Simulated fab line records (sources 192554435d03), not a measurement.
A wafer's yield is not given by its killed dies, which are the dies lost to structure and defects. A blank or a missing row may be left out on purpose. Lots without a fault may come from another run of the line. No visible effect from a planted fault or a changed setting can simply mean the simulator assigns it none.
Struck lot and sound lot, side by side -- flow n5_finfet -- 44 out of 1938 route steps
Sound: these wafers, L942.1, L942.3, L942.6. Struck: wafers L953.1, L953.6. (L953.4 of the same lot was not struck and is left out.) The cause comes at the end.
Per side, at each step with rows, come the tool, then ch with its chambers, and then its first start. Under that, the readings that differ: sound wafers -- struck wafers -- difference of the means -- sigmas: that difference in standard deviations of wafers without a fault.
alike: words and numbers the same on both sides, and readings whose means are apart by under 2 such deviations; not compared: readings that were withheld, readings missing a value for some wafer, numbers with overlapping values and no deviation given by the record, and bounds like >300 which may hide the same value.
A row with sigmas, a row that says differs or no value, or rows on one side alone: a step with any of these is where the two part. Numbers that have no deviation but don't overlap get no sigmas and don't part them. A reading missing from all wafers of one side parts the sides only when that side holds two or more wafers.

N5_PASSIVATION_OVL_MEAS_60:
  sound on overlay-01 ch 0, day 12 22:40; struck on overlay-01 ch 0, day 17 13:30
reading,sound,struck,difference,sigmas
TV_OVL (nm),8 8 7,-7 -8,-15,-2
N5_PASSIVATION_INSPECT_61: inspects for defects (macro).
  sound on defect_inspect-01 at day 12 22:41; struck on defect_inspect-01 at day 17 13:31
  alike: raw_defect_count
then, 1 step without rows for these wafers: N5_PASSIVATION_DESCUM_12 (chemistry O2, time 7.9 s).
N5_PASSIVATION_PASS_ETCH_74: etches SiNx in CF4/O2, target depth 220 nm, time 110 s.
  sound on rie_diel-03 ch 0,2,3, day 12 22:47; struck on rie_diel-02 ch 0, day 17 14:03
  alike: drypump_motor_current_A, oes_product_au, rf_vpp_V, showerhead_plenum_p_Torr, throttle_valve_pct
  not compared: rf_hours_counter_h
then, 6 steps without rows for these wafers: N5_PASSIVATION_VIA_ETCH_13 (etches SiO2 in CHF3/O2, target depth 660 nm, time 330 s); N5_PASSIVATION_STRIP_14 (strips in O2); N5_PASSIVATION_ETCH_15 (etches SiCN in CF4/N2, target depth 75 nm, time 81.2 s); N5_PASSIVATION_STRIP_73 (strips in post etch residue remover, time 60 s); N5_PASSIVATION_SRD_17 (time 30 s, dry time 30 s); N5_PASSIVATION_DEGAS_18 (time 60 s).
N5_PASSIVATION_PRE_CLEAN_19:
  sound on pvd_sputter-02 at day 13 00:00; struck on pvd_sputter-01 at day 17 14:49
  alike: heater_power_w
N5_PASSIVATION_SPUTTER_20: material TaN, target thk 50 nm.
  sound on pvd_sputter-02 at day 13 00:02; struck on pvd_sputter-01 at day 17 14:51
  alike: chamber_pressure_pa, throttle_valve_pct
N5_PASSIVATION_AL_DEP_21: deposits Al, target thk 2800 nm, time 170 s.
  sound on pvd_sputter-02 at day 13 00:08; struck on pvd_sputter-01 at day 17 14:57
reading,sound,struck,difference,sigmas
model.Al_of_PASSIVATION_AL_DEP_21.thk_nm (nm),2850 2805 2847,2522 2558,-294,
  alike: chamber_pressure_pa, throttle_valve_pct
then, 8 steps without rows for these wafers: N5_PASSIVATION_HMDS_23 (time 60 s); N5_PASSIVATION_COAT_24; N5_PASSIVATION_EBR_26; N5_PASSIVATION_SOFTBAKE_25 (time 90 s); N5_PASSIVATION_EXPOSE_27 (exposes mask PAD, defocus 0 nm); N5_PASSIVATION_PEB_28; N5_PASSIVATION_DEVELOP_29 (develop time 60 s); N5_PASSIVATION_HARDBAKE_31 (time 120 s).
N5_PASSIVATION_CD_MEAS_30: target cd 4000 nm.
  sound on cd_sem-01 ch 0, day 13 00:44; struck on cd_sem-01 ch 0, day 17 15:25
reading,sound,struck,difference,sigmas
cd_nm (nm),3998.0 3998.4 4000.1,4002.6 4003.2,+4.1,+3
N5_PASSIVATION_OVL_MEAS_63:
  sound on overlay-02 ch 0, day 13 00:46; struck on overlay-02 ch 0, day 17 15:27
  alike: PAD_OVL
N5_PASSIVATION_INSPECT_64: inspects for defects (macro).
  sound on defect_inspect-01 at day 13 00:47; struck on defect_inspect-02 at day 17 15:28
  alike: raw_defect_count
N5_PASSIVATION_DESCUM_32: chemistry O2, time 7.9 s.
  sound on rie_diel-04 ch 0,1,3, day 13 00:50; struck on rie_diel-01 ch 0, day 17 15:37
  alike: drypump_motor_current_A, oes_product_au, rf_vpp_V, showerhead_plenum_p_Torr, throttle_valve_pct
  not compared: rf_hours_counter_h
then, 7 steps without rows for these wafers: N5_PASSIVATION_AL_ETCH_33 (etches Al in Cl2/BCl3, stops on TaN, target depth 2800 nm, time 466.7 s); N5_PASSIVATION_ETCH_59 (etches TaN in Cl2/BCl3, target depth 65 nm, time 34.9 s); N5_PASSIVATION_STRIP_34 (strips in O2); N5_PASSIVATION_STRIP_51 (strips in post etch residue remover, time 1200 s); N5_PASSIVATION_CLEAN_69 (cleans in IPA, time 180 s); N5_PASSIVATION_SRD_70 (time 30 s); N5_PASSIVATION_PECVD_53 (deposits SiO2 from TEOS/O2, target thk 800 nm, time 169.4 s).
N5_PASSIVATION_PECVD_35: deposits SiNx from SiH4/NH3/N2, target thk 700 nm, time 151.3 s.
  sound on pecvd-03 ch 0,1,2, day 13 02:26; struck on pecvd-04 ch 1, day 17 16:50
reading,sound,struck,difference,sigmas
throttle_valve_pct (%),28.1 28.4 28.4,32.7 32.8,+4.4,+2
  alike: heater_power_w, showerhead_plenum_p_Torr
then, 8 steps without rows for these wafers: N5_PASSIVATION_HMDS_37 (time 60 s); N5_PASSIVATION_COAT_38; N5_PASSIVATION_EBR_40; N5_PASSIVATION_SOFTBAKE_39 (time 120 s); N5_PASSIVATION_EXPOSE_41 (exposes mask PASS OPEN, defocus 0 nm, target cd 40000 nm); N5_PASSIVATION_PEB_42; N5_PASSIVATION_DEVELOP_43 (develop time 60 s); N5_PASSIVATION_HARDBAKE_45 (time 120 s).
N5_PASSIVATION_CD_MEAS_44: target cd 40000 nm.
  sound on cd_sem-02 ch 0, day 13 02:53; struck on cd_sem-02 ch 0, day 17 17:16
  alike: cd_nm
N5_PASSIVATION_STRIP_52: strips in post etch residue remover, time 1200 s.
  sound on wet_bench-05 ch 1,5,6, day 13 03:59; struck on wet_bench-03 ch 2,3, day 17 17:59
reading,sound,struck,difference,sigmas
model.Al_of_PASSIVATION_AL_DEP_21.thk_nm (nm),2835 2790 2832,2506 2543,-294,
N5_PASSIVATION_PROBE_49:
  sound on prober-02 at day 13 06:49; struck on prober-02 at day 17 20:25
  alike: defect_limited_yield, killed_at_M0_to_M3, killed_at_M4_up, killed_at_contacts, killed_at_front_end, killed_at_other, killed_dies, killed_open, killed_short, sort_bin_5_function, sort_bin_6_memory, sort_bin_8_speed, sort_n_pass, sort_yield_pct

WHERE THEY PART
First at N5_PASSIVATION_OVL_MEAS_60; last, within this record, at N5_PASSIVATION_PECVD_35. Later steps at which nothing parts them and some readings are alike: N5_PASSIVATION_CD_MEAS_44, N5_PASSIVATION_PROBE_49.

WHY: whatever the simulator had introduced
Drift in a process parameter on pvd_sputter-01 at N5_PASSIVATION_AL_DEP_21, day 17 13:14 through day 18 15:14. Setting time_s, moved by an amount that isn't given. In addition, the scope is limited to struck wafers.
